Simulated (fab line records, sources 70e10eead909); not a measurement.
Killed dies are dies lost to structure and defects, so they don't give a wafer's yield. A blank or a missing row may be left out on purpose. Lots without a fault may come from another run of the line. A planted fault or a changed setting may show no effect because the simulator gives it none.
Chamber matching | flow nand_harc | NHARC_A_CONTACT_CMP_20 on cmp-01: 4 sister chambers
The step polishes, t overpolish 30 s, target thk 300 nm. 22 wafers are shown with their chamber, then 11 later ones without.

WAFERS WITH THEIR CHAMBER
wafer  | chamber | motor_current_A (A) | time_to_endpoint_s (s) | overpolish_run_s (s)
L075.2 | 1       | 11.8                | 63                     | 30.003
L075.4 | 0       | 11.1                | 65                     | 29.997
L075.5 | 2       | 12.9                | 58                     | 29.995
L079.1 | 2       | 12.4                | 64                     | 29.983
L079.3 | 3       | 11.7                | 59                     | 30.019
L079.4 | 0       | 11.2                | 65                     | 30.002
L081.1 | 2       | 12.5                | 57                     | 30.005
L081.2 | 3       | 12.3                | 56                     | 29.989
L081.3 | 1       | 12.2                | 58                     | 30.001
L083.2 | 2       | 12.7                | 60                     | 29.996
L083.4 | 3       | 11.3                | 57                     | 30.009
L083.6 | 2       | 12.5                | 56                     | 30.005
L085.4 | 1       | 12.5                | 61                     | 30.003
L085.5 | 1       | 12.5                | 61                     | 30.012
L085.6 | 2       | 12.0                | 62                     | 29.996
L089.1 | 3       | 11.9                | 57                     | 30.008
L089.3 | 2       | 11.9                | 59                     | 29.995
L089.6 | 0       | 10.7                | 62                     | 29.995
L088.1 | 2       | 12.8                | 59                     | 30.004
L088.4 | 3       | 12.2                | 57                     | 29.991
L088.5 | 0       | 11.1                | 67                     | 29.995
L091.2 | 1       | 12.0                | 61                     | 29.985

SIGNATURES (means of the wafers above)
reading            | chamber 0 | chamber 1 | chamber 2 | chamber 3 | scatter within a chamber
motor_current_A    | 11.025    | 12.200    | 12.463    | 11.880    | 0.339
time_to_endpoint_s | 64.75     | 60.80     | 59.38     | 57.20     | 2.08
overpolish_run_s   | 29.99725  | 30.00080  | 29.99737  | 30.00320  | 0.00899
Rule: a wafer's distance from a chamber is the root of the sum, over the readings, of the square of ((its reading less the chamber's mean) divided by the reading's scatter). The wafer belongs to the nearest chamber; if the next one is less than 2 further off, it can't be placed. The scatter: the root of (the sum of the squares of (reading less its chamber's mean) over the shown wafers, divided by (wafers less chambers)).

WAFERS WITHOUT THEIR CHAMBER
wafer  | motor_current_A (A) | time_to_endpoint_s (s) | overpolish_run_s (s)
L091.3 | 12.4                | 61                     | 29.980
L091.6 | 10.8                | 68                     | 30.009
L092.1 | 11.6                | 62                     | 29.996
L092.3 | 11.1                | 66                     | 30.008
L092.6 | 12.1                | 61                     | 29.989
L093.3 | 12.0                | 63                     | 29.989
L093.4 | 11.9                | 60                     | 30.008
L093.5 | 12.3                | 59                     | 30.008
L094.1 | 12.8                | 61                     | 29.986
L094.2 | 11.5                | 56                     | 30.002
L094.5 | 11.1                | 61                     | 29.990

WHICH CHAMBER EACH WENT THROUGH
wafer  | from the rows above               | in truth
L091.3 | can't be placed: 2 or 1 or 3      | 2
L091.6 | 0                                 | 0
L092.1 | can't be placed: 1 or 0 or 3 or 2 | 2
L092.3 | 0                                 | 0
L092.6 | can't be placed: 1 or 2 or 3      | 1
L093.3 | can't be placed: 1 or 2 or 0 or 3 | 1
L093.4 | can't be placed: 1 or 3 or 2      | 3
L093.5 | can't be placed: 1 or 2 or 3      | 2
L094.1 | can't be placed: 2 or 1 or 3      | 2
L094.2 | can't be placed: 3 or 1           | 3
L094.5 | can't be placed: 0 or 3 or 1      | 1
Placed correctly: 2 of 11. Can't be placed from these rows: 9 (the true chamber is among the candidates in 9). Placed wrongly: 0.
